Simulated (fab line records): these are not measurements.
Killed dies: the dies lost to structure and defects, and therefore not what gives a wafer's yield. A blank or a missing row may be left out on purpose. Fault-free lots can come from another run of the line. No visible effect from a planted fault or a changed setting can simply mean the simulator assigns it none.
Split-lot experiment | flow n5-finfet | on a route of 1938 steps: 7 lots, 21 wafers read

## ON THE SPLIT
At N5_BEOL_M9_COAT_05 (resist thk 90 nm), the setting spin-rpm was moved away from the recipe's 1500 rpm on 8 of the 21 wafers read, by -9.3% to +8.2%. All remaining wafers had this setting at the recipe value.

## FROM THE SPLIT TO THE READING: what the file shows between them, 6 steps
- N5_BEOL_M9_EBR_07
- N5_BEOL_M9_SOFTBAKE_06: time 60 s
- N5_BEOL_M9_EXPOSE_08: exposes mask M9
- N5_BEOL_M9_PEB_09: peb time 60 s
- N5_BEOL_M9_DEVELOP_10: develop time 30 s
- N5_BEOL_M9_DESCUM_16: chemistry O2, time 7.9 s

## THE READING
CAR-ArF_of_BEOL_M9_COAT_05.thk-nm (the simulator's own value, which no gauge read), in nm, at N5_BEOL_M9_ETCH_61 (etches SiARC in CF4, target depth 39 nm, time 65 s). The file gives no usual value for it. The 13 wafers here that ran the recipe average 55.5 nm, standard deviation 0.4 nm.

wafer  | tool, chamber at the split | spin-rpm as run, rpm | against the recipe | CAR-ArF_of_BEOL_M9_COAT_05.thk-nm, nm | against lot-mates on the recipe
L076.2 | litho-track-01, 0          | 1500                 | recipe             | 54.8                                  | -
L076.3 | litho-track-01, 0          | 1500                 | recipe             | 54.8                                  | -
L076.4 | litho-track-01, 0          | 1500                 | recipe             | 55                                    | -
L078.2 | litho-track-04, 0          | 1623                 | +8.2%              | 51.8                                  | -3.6
L078.3 | litho-track-04, 0          | 1500                 | recipe             | 55.4                                  | -
L078.5 | litho-track-04, 0          | 1623                 | +8.2%              | 51.6                                  | -3.8
L079.2 | litho-track-04, 0          | 1500                 | recipe             | 55.6                                  | -
L079.3 | litho-track-04, 0          | 1360                 | -9.3%              | 60                                    | +4.4
L079.5 | litho-track-04, 0          | 1360                 | -9.3%              | 60.2                                  | +4.6
L080.4 | litho-track-01, 0          | 1500                 | recipe             | 55.6                                  | -
L080.5 | litho-track-01, 0          | 1500                 | recipe             | 55.8                                  | -
L080.6 | litho-track-01, 0          | 1554                 | +3.6%              | 54.4                                  | -1.3
L093.1 | litho-track-01, 0          | 1500                 | recipe             | 56                                    | -
L093.6 | litho-track-01, 0          | 1500                 | recipe             | 56                                    | -
L093.3 | litho-track-01, 0          | 1500                 | recipe             | 55.8                                  | -
L094.3 | litho-track-04, 0          | 1387                 | -7.5%              | 59.2                                  | +3.4
L094.4 | litho-track-04, 0          | 1387                 | -7.5%              | 59.2                                  | +3.4
L094.5 | litho-track-04, 0          | 1500                 | recipe             | 55.8                                  | -
L095.2 | litho-track-01, 0          | 1452                 | -3.2%              | 57.4                                  | +2.0
L095.3 | litho-track-01, 0          | 1500                 | recipe             | 55.6                                  | -
L095.4 | litho-track-01, 0          | 1500                 | recipe             | 55.2                                  | -

FIT RESULTS
A straight line over all 21 wafers: CAR-ArF_of_BEOL_M9_COAT_05.thk-nm changes by -0.477 nm for each +1% of spin-rpm; r = -0.99; the points scatter about the line by 0.37 nm.
The same after taking each lot's own level away (the mean of its wafers on the recipe; 21 wafers): -0.462 nm for each +1%; r = -1.00; scatter 0.18 nm.
The reading moves by 4.3 nm for the largest change in spin-rpm, on that fit.
Across the lots, their own levels run from 54.87 to 55.93 nm, a range of 2.6 times the standard deviation given above.
The two slopes agree, so the slope changes little with the lot-to-lot level.
Check: for one of the wafers moved furthest among these (-9.3%), held out of the fit, the line's prediction against its lot-mates is +4.37 nm. It came out at +4.4 nm against them.

## THE OTHER SPLITS THESE WAFERS WENT THROUGH
Other splits were also applied to these wafers ahead of the reading. Each is held against what the fit with the lots' levels taken away leaves over:
other split on the same wafers | wafers away from the commonest value | r with CAR-ArF_of_BEOL_M9_COAT_05.thk-nm (lot level and that fit taken away)
N5_BEOL_M6_COAT_22 spin-rpm    | 6                                    | -0.37
N5_BEOL_M7_EXPOSE_25 dose-mj   | 6                                    | -0.11
N5_BEOL_M8_DESCUM_33 time-s    | 6                                    | +0.26

## THE WHOLE CHAIN: every reading that the file lists as answering this split, in the file's order
step                  | what it does                                       | reading                                                                            | change (the file's fit)               | r (the file's)
N5_BEOL_M9_COAT_05    | resist thk 90 nm                                   | CAR-ArF_of_BEOL_M9_COAT_05.thk-nm (the simulator's own value, which no gauge read) | -0.452 nm for each +1% of the setting | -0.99
N5_BEOL_M9_DEVELOP_10 | develop time 30 s                                  | CAR-ArF_of_BEOL_M9_COAT_05.thk-nm (the simulator's own value, which no gauge read) | -0.46 nm for each +1% of the setting  | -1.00
N5_BEOL_M9_ETCH_61    | etches SiARC in CF4, target depth 39 nm, time 65 s | CAR-ArF_of_BEOL_M9_COAT_05.thk-nm (the simulator's own value, which no gauge read) | -0.465 nm for each +1% of the setting | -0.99

## THE FILE'S OWN FIT
CAR-ArF_of_BEOL_M9_COAT_05.thk-nm changes by -0.465 nm for each +1% of spin-rpm, r = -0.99.
